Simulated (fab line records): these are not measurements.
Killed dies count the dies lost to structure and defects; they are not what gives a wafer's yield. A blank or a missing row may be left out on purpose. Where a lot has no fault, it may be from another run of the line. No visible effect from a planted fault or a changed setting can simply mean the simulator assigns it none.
Matching of chambers ; flow nand-harc ; NHARC_P_M1_PRE_CLEAN_32 on pecvd-04: 3 sister chambers
The step time 12 s. 3 wafers are shown with their chamber, then 11 later ones without.

## EACH WAFER AND ITS CHAMBER
wafer;chamber;heater-power-outer-w (W)
L087.5;0;429
L087.6;1;384
L089.2;2;353

## WAFERS WHOSE CHAMBER IS MISSING
wafer;heater-power-outer-w (W)
L089.4;364
L089.6;426
L091.1;438
L091.2;418
L091.6;434
L093.3;387
L093.4;394
L093.5;375
L097.3;401
L097.4;408
L097.6;390

## EACH ONE'S CHAMBER
wafer;from the rows above;in truth
L089.4;can't be placed: 2 or 1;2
L089.6;0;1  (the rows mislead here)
L091.1;0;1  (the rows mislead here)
L091.2;0;0
L091.6;0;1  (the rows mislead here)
L093.3;1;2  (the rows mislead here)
L093.4;1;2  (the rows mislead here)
L093.5;can't be placed: 1 or 2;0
L097.3;can't be placed: 1 or 0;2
L097.4;can't be placed: 0 or 1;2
L097.6;1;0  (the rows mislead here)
Correct placement for 1 of the 11. From these rows, 4 cannot be placed; in 1 the true chamber is one of the candidates. 6 placed wrongly.
How it was worked out, from the rows above alone: a wafer's distance from a chamber is the root of the sum, over the readings, of the square of ((its reading less the chamber's mean) divided by the reading's scatter). If the next closest chamber is less than 2 further off than the closest, the wafer can't be placed; otherwise it belongs to the closest. Each chamber's mean is taken over the wafers shown for it. The scatter (one wafer shown for each chamber): square how far every hidden wafer sits from the nearest shown wafer, average those squares and take the square root.
